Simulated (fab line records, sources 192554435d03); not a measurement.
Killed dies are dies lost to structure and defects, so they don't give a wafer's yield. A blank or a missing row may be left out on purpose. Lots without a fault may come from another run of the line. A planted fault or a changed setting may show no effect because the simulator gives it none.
Split-lot experiment | flow n5_finfet | 7 lots, 19 wafers read, on a route of 1938 steps

THE SPLIT
At N5_BEOL_M1_SPUTTER_88 (material Cu, target thk 4.5 nm, time 8.29 s), the setting time_s was moved away from the recipe's 8.29 s on 3 of the 19 wafers read, by +7.9% to +13.4%. The other wafers ran this setting at the recipe's value.

The reading is taken at the split's own step.

THE READING
Cu_of_BEOL_M1_SPUTTER_88.thk_nm (the simulator's own value, which no gauge read), in nm, at N5_BEOL_M1_SPUTTER_88 (material Cu, target thk 4.5 nm, time 8.29 s). The file gives no usual value for it. The 16 wafers here that ran the recipe average 4.6 nm, standard deviation 0.097 nm.

wafer  | tool, chamber at the split | time_s as run, s | against the recipe | Cu_of_BEOL_M1_SPUTTER_88.thk_nm, nm | against lot-mates on the recipe
L076.2 | pvd_sputter-03, -          | 8.29             | recipe             | 4.6                                 | -
L076.5 | pvd_sputter-03, -          | 8.29             | recipe             | 4.6                                 | -
L076.3 | pvd_sputter-03, -          | 8.941            | +7.9%              | 5                                   | +0.4
L078.1 | pvd_sputter-03, -          | 8.29             | recipe             | 4.4                                 | -
L078.6 | pvd_sputter-03, -          | 8.29             | recipe             | 4.4                                 | -
L078.2 | pvd_sputter-03, -          | 9.403            | +13.4%             | 5                                   | +0.6
L082.2 | pvd_sputter-01, -          | 8.29             | recipe             | 4.6                                 | -
L082.3 | pvd_sputter-01, -          | 8.29             | recipe             | 4.6                                 | -
L082.4 | pvd_sputter-01, -          | 8.29             | recipe             | 4.6                                 | -
L083.1 | pvd_sputter-03, -          | 8.29             | recipe             | 4.6                                 | -
L083.5 | pvd_sputter-03, -          | 8.29             | recipe             | 4.6                                 | -
L085.1 | pvd_sputter-02, -          | 8.29             | recipe             | 4.6                                 | -
L085.2 | pvd_sputter-02, -          | 9.237            | +11.4%             | 5                                   | +0.5
L085.5 | pvd_sputter-02, -          | 8.29             | recipe             | 4.4                                 | -
L090.5 | pvd_sputter-03, -          | 8.29             | recipe             | 4.6                                 | -
L090.6 | pvd_sputter-03, -          | 8.29             | recipe             | 4.6                                 | -
L093.1 | pvd_sputter-03, -          | 8.29             | recipe             | 4.8                                 | -
L093.3 | pvd_sputter-03, -          | 8.29             | recipe             | 4.6                                 | -
L093.5 | pvd_sputter-03, -          | 8.29             | recipe             | 4.6                                 | -

THE FIT
A straight line over all 19 wafers: Cu_of_BEOL_M1_SPUTTER_88.thk_nm changes by +0.037 nm for each +1% of time_s; r = +0.85; the points scatter about the line by 0.1 nm.
The same after taking each lot's own level away (the mean of its wafers on the recipe; 19 wafers): +0.0453 nm for each +1%; r = +0.96; scatter 0.054 nm.
On that fit, the largest move of time_s shifts the reading by 0.61 nm.
The lots' own levels span 4.40 to 4.67 nm, that is 2.8 times the standard deviation above.
So the lot-to-lot level changes the slope: the two fits differ.
Check: with one of the wafers moved furthest among these (+13.4%) left out of the fit, the line predicts +0.618 nm for it against its lot-mates. It came out at +0.6 nm against them.

OTHER SPLITS ON THESE WAFERS
These wafers also went through other splits before the reading. Each is held against what the fit with the lots' levels taken away leaves over:
other split on the same wafers        | wafers away from the commonest value | r with Cu_of_BEOL_M1_SPUTTER_88.thk_nm (lot level and that fit taken away)
N5_MOL_CONTACT_COAG_EXPOSE_37 dose_mj | 5                                    | -0.18
N5_BEOL_M0_CUTY_EXPOSE_54 dose_mj     | 9                                    | +0.00

THE FILE'S OWN FIT
Cu_of_BEOL_M1_SPUTTER_88.thk_nm changes by +0.0454 nm for each +1% of time_s, r = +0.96.
